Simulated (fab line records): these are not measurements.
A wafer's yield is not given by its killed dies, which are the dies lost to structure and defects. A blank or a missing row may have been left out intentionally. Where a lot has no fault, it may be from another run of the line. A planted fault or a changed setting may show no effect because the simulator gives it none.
Chamber matching -- flow nand-harc -- ald-hk-01 running NHARC_A_CHANNEL_FILL_D1_ALD_14: 4 sister chambers
The step deposits SiO2, target thk 2.5 nm, pulse time 10 s, ald cycles 25. 8 wafers are shown with their chamber, then 7 later ones without.

## WAFERS WITH THEIR CHAMBER
wafer,chamber,heater-power-w (W),precursor-pulse-height-rel
L077.6,0,419,0.950
L081.4,0,422,1.028
L085.5,3,504,0.988
L088.1,1,496,0.984
L088.3,3,516,1.020
L088.5,2,493,1.010
L089.1,2,477,1.009
L089.2,1,495,0.999

## WAFERS WITH NO CHAMBER GIVEN
wafer,heater-power-w (W),precursor-pulse-height-rel
L089.5,483,1.010
L090.1,496,0.997
L090.2,397,0.978
L090.4,489,0.995
L091.1,488,0.996
L091.3,402,1.002
L091.4,519,0.986

## WHICH CHAMBER EACH WENT THROUGH
wafer,from the rows above,in truth
L089.5,can't be placed: 2 or 1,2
L090.1,can't be placed: 1 or 2 or 3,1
L090.2,0,0
L090.4,can't be placed: 2 or 1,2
L091.1,can't be placed: 2 or 1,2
L091.3,0,0
L091.4,can't be placed: 3 or 1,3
Correctly placed: 2 of 7. Unplaceable from these rows: 5, with the true chamber sitting among the candidates in 5. Placed wrongly: 0.
How it was worked out, from the rows above alone: a wafer's distance from a chamber is the root of the sum, over the readings, of the square of ((its reading less the chamber's mean) divided by the reading's scatter). If the next closest chamber is less than 2 further off than the closest, the wafer can't be placed; otherwise it belongs to the closest. For every chamber, the mean is computed from those of its wafers that are shown. The scatter is the square root of a quotient: the sum, over the shown wafers, of each reading's squared deviation from its chamber's mean, divided by wafers minus chambers.
